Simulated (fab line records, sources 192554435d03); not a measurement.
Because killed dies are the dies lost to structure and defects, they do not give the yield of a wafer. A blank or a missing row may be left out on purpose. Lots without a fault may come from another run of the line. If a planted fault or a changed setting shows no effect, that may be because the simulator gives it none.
Chamber matching -- flow n5Finfet -- N5_BEOL_M0_SAQP_PECVD_97 on pecvd-03 has 3 sister chambers
The step deposits SiNx from SiH4/NH3/N2, target thk 23 nm, time 19.9 s. 6 wafers are shown with their chamber, then 8 later ones without.

== WAFERS PAIRED WITH THEIR CHAMBERS ==
wafer,chamber,throttleValvePct (%),heaterPowerW (W)
L083.6,2,39.9,717
L084.2,1,44.3,486
L084.5,2,39.9,700
L086.1,1,44.0,513
L086.3,0,42.7,419
L087.1,0,42.6,408

== WAFERS MISSING THEIR CHAMBER ==
wafer,throttleValvePct (%),heaterPowerW (W)
L087.2,44.3,521
L087.6,44.3,523
L094.1,39.9,636
L094.3,44.3,490
L094.4,44.4,497
L095.2,43.1,461
L095.3,44.1,452
L095.4,42.8,461

== WHICH CHAMBER EACH WENT THROUGH ==
wafer,from the rows above,in truth
L087.2,1,1
L087.6,1,1
L094.1,2,2
L094.3,1,1
L094.4,1,1
L095.2,0,0
L095.3,1,1
L095.4,0,0
Placed correctly: 8 of 8. Can't be placed from these rows: 0. Number placed wrongly: 0.
How it was worked out, from the rows above alone: a wafer's distance from a chamber is the root of the sum, over the readings, of the square of ((its reading less the chamber's mean) divided by the reading's scatter). The wafer belongs to the nearest chamber; if the next one is less than 2 further off, it can't be placed. For every chamber, the mean is computed from those of its wafers that are shown. The scatter: the root of (the sum of the squares of (reading less its chamber's mean) over the shown wafers, divided by (wafers less chambers)).
